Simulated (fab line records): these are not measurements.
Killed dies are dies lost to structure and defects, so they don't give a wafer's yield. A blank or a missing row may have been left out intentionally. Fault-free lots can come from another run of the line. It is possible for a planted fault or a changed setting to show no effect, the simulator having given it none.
Shared-tool check | flow nand harc | 48 wafers sampled across 14 lots

## WHY IT WAS OPENED
At NHARC_A_ONON_D1_THK_MEAS_18 the reading thk nm is flagged on 2 of 14 lots. Fault-free wafers read 1000 nm, with a standard deviation of 10.
Rule: a lot is flagged in two cases, either no wafer of it has a number, or all its wafers with numbers fall more than 4 standard deviations from that mean. As for the other lots, they are considered sound.

lot  | measured     | on            | thk nm (nm), wafer by wafer   | flag
L456 | day 8 01:22  | film metro-01 | 999 1000 999                  |
L457 | day 8 01:22  | film metro-01 | 982 984 983                   |
L458 | day 8 13:30  | film metro-01 | 1005 1004 1004                |
L460 | day 8 23:46  | film metro-02 | 1004 1002 1005                |
L461 | day 9 03:29  | film metro-01 | 1006 1006 1006                |
L463 | day 9 13:34  | film metro-01 | 1004 1007 1006                |
L465 | day 10 09:11 | film metro-01 | 995 996 993                   |
L464 | day 10 09:12 | film metro-01 | 1000 1002 1001                |
L466 | day 10 21:39 | film metro-02 | 1025 1026 1024                |
L467 | day 10 21:40 | film metro-01 | 995 995 995                   |
L474 | day 12 08:13 | film metro-02 | 1546 1546 1546 1545 1544 1548 | FLAGGED
L475 | day 12 17:18 | film metro-02 | 1548 1547 1546 1548 1546 1547 | FLAGGED
L477 | day 13 01:10 | film metro-02 | 989 991 991                   |
L478 | day 13 10:33 | film metro-02 | 989 990 993                   |
The mean of the flagged lots' numbers is 1546 nm, +546 nm from the usual (+55 standard deviations).

## WHICH TOOL RAN EACH LOT
The record holds 1 process step before the reading, out of a route of 1159 steps. Read each cell as the tool, then ch plus the chambers that the sampled wafers visited, then the start.
lot  | flag    | NHARC_A_ONON_D1_DEP_16
L456 |         | pecvd onon-03 ch 0, day 8 00:52
L457 |         | pecvd onon-02 ch 0, day 8 00:55
L458 |         | pecvd onon-02 ch 0, day 8 12:59
L460 |         | pecvd onon-01 ch 0, day 8 23:15
L461 |         | pecvd onon-01 ch 0, day 9 02:58
L463 |         | pecvd onon-03 ch 0, day 9 13:03
L465 |         | pecvd onon-02 ch 0, day 10 08:41
L464 |         | pecvd onon-03 ch 0, day 10 08:41
L466 |         | pecvd onon-02 ch 0, day 10 21:15
L467 |         | pecvd onon-03 ch 0, day 10 21:16
L474 | FLAGGED | pecvd onon-02 ch 0, day 12 07:43
L475 | FLAGGED | pecvd onon-02 ch 0, day 12 16:48
L477 |         | pecvd onon-01 ch 0, day 13 00:40
L478 |         | pecvd onon-01 ch 0, day 13 10:05
What is done by these steps:
- NHARC_A_ONON_D1_DEP_16: target thk 1000 nm.
- NHARC_A_ONON_D1_THK_MEAS_18: measures by ellipsometry.

## FLAGGED OVER TOTAL, TOOL BY TOOL (the gauges that took the reading come last)
step                        | tool          | lots run | flagged | share of the flagged lots | sound lots run after its first flagged lot
NHARC_A_ONON_D1_DEP_16      | pecvd onon-01 | 4        | 0       | none                      | -
NHARC_A_ONON_D1_DEP_16      | pecvd onon-02 | 6        | 2       | all                       | 0
NHARC_A_ONON_D1_DEP_16      | pecvd onon-03 | 4        | 0       | none                      | -
NHARC_A_ONON_D1_THK_MEAS_18 | film metro-01 | 8        | 0       | none                      | -
NHARC_A_ONON_D1_THK_MEAS_18 | film metro-02 | 6        | 2       | all                       | 2 (L477,L478)

## WHAT THE TABLE ALLOWS
Every flagged lot went through 2 rows of the table: pecvd onon-02 at NHARC_A_ONON_D1_DEP_16 and film metro-02 at NHARC_A_ONON_D1_THK_MEAS_18.
- pecvd onon-02 at NHARC_A_ONON_D1_DEP_16 ran 6 lots, 2 of them flagged. Its last sound lot is L466 (day 10 21:15), its first flagged lot L474 (day 12 07:43): a fault that began between those two fits.
- film metro-02 at NHARC_A_ONON_D1_THK_MEAS_18 ran 6 lots, 2 of them flagged. Lots that were sound ran on it after the first flagged one (L477, L478); a persistent fault on the entire tool would not allow that.
What remains is a single tool, pecvd onon-02 at NHARC_A_ONON_D1_DEP_16.

## WHAT THE SIMULATOR HAD PUT IN
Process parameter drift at NHARC_A_ONON_D1_DEP_16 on pecvd onon-02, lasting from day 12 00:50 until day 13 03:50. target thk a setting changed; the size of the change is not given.
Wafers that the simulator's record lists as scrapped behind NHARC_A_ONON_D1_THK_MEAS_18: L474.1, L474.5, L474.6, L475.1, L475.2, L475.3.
Shown lots that were struck: L474, L475. The rule above reached the same finding.
